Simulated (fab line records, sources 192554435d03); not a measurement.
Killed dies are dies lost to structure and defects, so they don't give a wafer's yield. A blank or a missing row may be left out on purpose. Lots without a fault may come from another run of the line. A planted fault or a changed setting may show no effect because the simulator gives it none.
Which tool did it? | flow n5_finfet | 10 lots, 28 wafers sampled, at 1 step of a route of 1938

WHAT THE GAUGES READ, wafer by wafer
N5_BEOL_M6_CD_MEAS_18: pitch 80 nm, target cd 40 nm.
lot  | measured     | on        | cd_nm (nm)
L450 | day 8 14:27  | cd_sem-01 | 41.4 41.2 41.5
L453 | day 9 21:29  | cd_sem-01 | 40.0 40.7 40.1
L456 | day 10 14:16 | cd_sem-03 | 41.1 40.5
L458 | day 10 14:54 | cd_sem-03 | 39.7 39.1 39.9
L459 | day 11 06:35 | cd_sem-01 | 41.0 40.5 40.4
L468 | day 13 21:22 | cd_sem-01 | 40.6 40.8 40.7
L470 | day 14 04:13 | cd_sem-01 | 40.3 40.6 39.9
L467 | day 14 11:26 | cd_sem-01 | 39.7 39.1
L471 | day 14 18:32 | cd_sem-03 | 40.5 39.5 40.9
L472 | day 15 10:08 | cd_sem-03 | 39.7 40.1 40.0

WHICH TOOL RAN EACH LOT (tool, then ch and the chambers of the sampled wafers, then the start)
The record holds no process step before these readings.

THE ANSWER, worked out from the rows above alone
Rule: what is usual is taken from the lots themselves. Put in order of their means at a reading, lots are off if they are a third of the lots or fewer, leave a main group of 4 or more, and stand apart from it by a gap of 3 or more times the standard deviation of the main group's means; of several such gaps the widest counts. A main group whose means are all the same, to the digits that the tables above print for the reading, isn't used. A lot without any number at a reading at which 4 lots or more have one is off too. The other lots that the step has rows for count as sound.
No lot is off at any reading shown: from this, nothing can be told.

WHAT THE SIMULATOR HAD PUT IN
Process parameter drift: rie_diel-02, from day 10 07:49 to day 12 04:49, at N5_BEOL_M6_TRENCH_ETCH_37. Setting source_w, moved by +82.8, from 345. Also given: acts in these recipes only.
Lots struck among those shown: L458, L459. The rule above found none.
